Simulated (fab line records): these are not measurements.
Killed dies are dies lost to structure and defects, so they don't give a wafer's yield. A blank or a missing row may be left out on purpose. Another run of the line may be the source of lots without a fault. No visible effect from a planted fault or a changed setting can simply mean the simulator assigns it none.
Which tool was responsible? | flow nand harc | Sampling: 12 lots, 36 wafers, 6 of 1302 route steps

## WHAT EACH GAUGE READ, for each wafer
NHARC_P_M1_INSPECT_27.
lot  | measured     | on                | raw defect count
L140 | day 6 07:25  | defect inspect-02 | 251 249 205
L141 | day 6 18:21  | defect inspect-02 | 251 156 218
L142 | day 7 03:17  | defect inspect-02 | 224 158 181
L144 | day 7 23:17  | defect inspect-02 | 189 217 137
L145 | day 8 06:43  | defect inspect-02 | 337 384 341
L150 | day 10 13:04 | defect inspect-02 | 420 328 329
L155 | day 12 15:08 | defect inspect-01 | 244 216 194
L157 | day 13 15:44 | defect inspect-02 | 390 330 365
L156 | day 13 16:41 | defect inspect-01 | 307 335 268
L159 | day 14 04:55 | defect inspect-02 | 274 275 313
L158 | day 14 05:25 | defect inspect-01 | 168 342 229
L162 | day 15 13:49 | defect inspect-01 | 131 168 169

NHARC_P_M2_CD_MEAS_09: the cd target is 170 nm.
lot  | measured     | on        | cd nm (nm)
L140 | day 6 08:48  | cd sem-02 | 171.5 169.7 169.9
L141 | day 6 19:45  | cd sem-01 | 169.6 169.8 170.1
L142 | day 7 04:41  | cd sem-03 | 170.4 172.3 170.1
L144 | day 8 00:41  | cd sem-01 | 170.3 187.2 170.6
L145 | day 8 08:07  | cd sem-01 | 186.2 169.7 170.2
L150 | day 10 14:28 | cd sem-03 | 170.7 171.5 171.9
L155 | day 12 16:32 | cd sem-02 | 170.4 170.5 171.5
L157 | day 13 17:07 | cd sem-03 | 172.3 171.4 169.9
L156 | day 13 18:05 | cd sem-02 | 171.5 170.6 170.1
L159 | day 14 06:17 | cd sem-01 | 172.1 170.2 169.2
L158 | day 14 06:55 | cd sem-02 | 170.3 171.3 170.3
L162 | day 15 15:12 | cd sem-02 | 172.0 171.5 170.4

NHARC_P_M2_OVL_MEAS_10: pitch 340 nm.
lot  | measured     | on         | overlay x nm (nm) | overlay y nm (nm)
L140 | day 6 08:53  | overlay-01 | -0.1 0.0 -0.1     | -0.6 -0.6 -0.4
L141 | day 6 19:50  | overlay-01 | -0.1 -0.2 -0.2    | -0.8 -0.9 -0.9
L142 | day 7 04:46  | overlay-02 | -0.8 -0.4 -0.2    | 0.8 0.7 1.0
L144 | day 8 00:46  | overlay-02 | 0.2 0.2 0.4       | -0.3 -0.1 -0.8
L145 | day 8 08:12  | overlay-01 | 0.2 0.2 -0.1      | 0.7 0.4 0.5
L150 | day 10 14:33 | overlay-02 | -1.2 -1.7 -1.5    | -0.5 -0.4 -0.4
L155 | day 12 16:38 | overlay-02 | 0.3 0.3 0.8       | -1.4 -0.8 -1.1
L157 | day 13 17:13 | overlay-02 | 1.8 2.0 2.0       | 0.0 -0.4 -0.4
L156 | day 13 18:10 | overlay-02 | -1.1 -1.6 -0.8    | -1.7 -1.8 -1.5
L159 | day 14 06:23 | overlay-01 | 0.7 0.8 0.4       | 0.1 0.0 -0.6
L158 | day 14 06:59 | overlay-01 | 0.4 0.3 0.4       | 0.5 0.9 1.2
L162 | day 15 15:17 | overlay-02 | 1.4 0.4 2.0       | -0.1 0.4 -0.4

NHARC_END_SORT_01.
lot  | measured     | on        | defect limited yield (%) | killed at array | killed at other | killed at periphery | killed dies | killed open | killed short | sort_bin_2_pct (%) | sort_bin_3_pct (%) | sort_bin_4_pct (%) | sort n pass | sort rim yield pct (%) | sort yield pct (%)
L141 | day 24 10:01 | prober-01 | 91.7 89.2 93.2           | 53 70 46        | 0 0 0           | 3 3 0               | 56 73 46    | 2 6 5       | 1 3 0        | 3.5 4.6 1.9        | 0.7 1.0 0.7        | 4.0 5.2 4.1        | 621 604 631 | 98 97 89               | 91.7 89.2 93.2
L142 | day 24 23:10 | prober-01 | 93.5 92.2 88.8           | 39 49 72        | 0 0 0           | 5 4 4               | 44 53 76    | 5 3 2       | 2 2 2        | 2.8 2.7 4.7        | 0.6 1.2 0.6        | 3.1 4.0 5.9        | 633 624 601 | 85 80 87               | 93.5 92.2 88.8
L144 | day 25 09:55 | prober-01 | 94.8 90.7 92.3           | 33 59 47        | 1 0 1           | 1 4 4               | 35 63 52    | 2 3 2       | 2 2 2        | 2.1 3.5 2.5        | 0.3 0.7 0.9        | 2.8 5.0 4.3        | 642 614 625 | 85 97 92               | 94.8 90.7 92.3
L145 | day 26 05:38 | prober-02 | 89.5 91.1 90.5           | 65 55 59        | 2 0 0           | 4 5 5               | 71 60 64    | 4 2 0       | 5 3 2        | 3.2 3.0 2.5        | 0.7 1.0 0.6        | 6.5 4.9 6.4        | 606 617 613 | 94 96 97               | 89.5 91.1 90.5
L150 | day 28 14:52 | prober-02 | 94.4 91.4 91.6           | 31 47 54        | 4 2 2           | 3 9 1               | 38 58 57    | 2 5 6       | 2 4 0        | 1.6 2.8 3.1        | 0.7 1.0 0.9        | 3.2 4.7 4.4        | 639 619 620 | 90 83 96               | 94.4 91.4 91.6
L155 | day 29 21:42 | prober-02 | 96.5 90.4 92.6           | 24 61 47        | 0 1 1           | 0 3 2               | 24 65 50    | 4 8 6       | 2 2 4        | 1.3 4.3 3.2        | 0.3 1.3 0.6        | 1.9 4.0 3.5        | 653 612 627 | 90 98 87               | 96.5 90.4 92.6
L162 | day 33 03:14 | prober-02 | 88.5 87.4 88.0           | 70 73 71        | 1 4 4           | 7 8 6               | 78 85 81    | 1 5 5       | 3 4 3        | 4.6 3.8 4.1        | 0.4 1.3 0.1        | 6.5 7.4 7.7        | 599 592 596 | 92 87 86               | 88.5 87.4 88.0

## WHAT TOOL EACH LOT RAN ON (gives the tool, then ch and the chambers of the sampled wafers, and finally the start)
lot  | NHARC_P_M1_PRE_CLEAN_32         | NHARC_P_M2_PEB_07
L140 | pecvd-02 ch 1,2, day 6 07:31    | litho track-04 ch 0, day 6 08:43
L141 | pecvd-02 ch 1,2, day 6 18:25    | litho track-04 ch 0, day 6 19:40
L142 | pecvd-02 ch 0,2, day 7 03:22    | litho track-04 ch 0, day 7 04:36
L144 | pecvd-03 ch 0,1,2, day 7 23:23  | litho track-04 ch 0, day 8 00:36
L145 | pecvd-03 ch 0,1, day 8 06:47    | litho track-04 ch 0, day 8 08:02
L150 | pecvd-03 ch 0,1, day 10 13:09   | litho track-06 ch 0, day 10 14:23
L155 | pecvd-01 ch 0,1,2, day 12 15:13 | litho track-06 ch 0, day 12 16:28
L157 | pecvd-02 ch 0,1,2, day 13 15:48 | litho track-06 ch 0, day 13 17:02
L156 | pecvd-01 ch 0,1,2, day 13 16:45 | litho track-04 ch 0, day 13 18:00
L159 | pecvd-02 ch 0,1,2, day 14 04:58 | litho track-04 ch 0, day 14 06:13
L158 | pecvd-02 ch 0,1, day 14 05:35   | litho track-04 ch 0, day 14 06:50
L162 | pecvd-01 ch 0,2, day 15 13:53   | litho track-04 ch 0, day 15 15:07
- NHARC_P_M1_PRE_CLEAN_32: time 12 s.
- NHARC_P_M2_PEB_07: peb time 65 s.

## WHAT THE TOOLS THEMSELVES READ (means of the sampled wafers that have a number; where no wafer has one, the mark that the record gives instead)
NHARC_P_M1_PRE_CLEAN_32.
lot  | tool     | heater power w (W) | susceptor temp C (C)
L140 | pecvd-02 | 702                | 369.94
L141 | pecvd-02 | 672                | 369.97
L142 | pecvd-02 | 645                | 369.97
L144 | pecvd-03 | 640                | 369.75
L145 | pecvd-03 | 738                | 369.91
L150 | pecvd-03 | 737                | 370.15
L155 | pecvd-01 | 742                | 370.08
L157 | pecvd-02 | 651                | 370.02
L156 | pecvd-01 | 718                | 369.98
L159 | pecvd-02 | 646                | 369.99
L158 | pecvd-02 | 626                | 370.30
L162 | pecvd-01 | 712                | 370.20

## THE ANSWER, worked out from the rows above alone
Rule: the lots themselves supply what counts as usual. The widest of any qualifying gaps counts: lots, ordered by their means at a reading, are off when they make up no more than a third of the lots, leave a main group of 4 or more, and stand apart from it by 3 or more times the standard deviation of that group's means. A main group whose means are all the same, to the digits that the tables above print for the reading, isn't used. Also off: a lot with no number at a reading for which 4 or more lots have one. The other lots that the step has rows for count as sound. First the gauges in route order, then the tools' own readings, where a lot's mean is used as printed above. The first step at which some lot is off is used, and at that step the reading that is off furthest; a lot without a number counts as furthest.
Off, at NHARC_P_M2_CD_MEAS_09 on cd nm: L144, L145. For the main group the mean is 170.8 nm and the standard deviation 0.45.
A tool fits if, at a process step before that reading, it ran every lot that is off, and no sound lot after the first of them. Those tools and the gauges at NHARC_P_M2_CD_MEAS_09 are tried in the same way. Of those tried, none fits.

## WHAT THE SIMULATOR PUT IN
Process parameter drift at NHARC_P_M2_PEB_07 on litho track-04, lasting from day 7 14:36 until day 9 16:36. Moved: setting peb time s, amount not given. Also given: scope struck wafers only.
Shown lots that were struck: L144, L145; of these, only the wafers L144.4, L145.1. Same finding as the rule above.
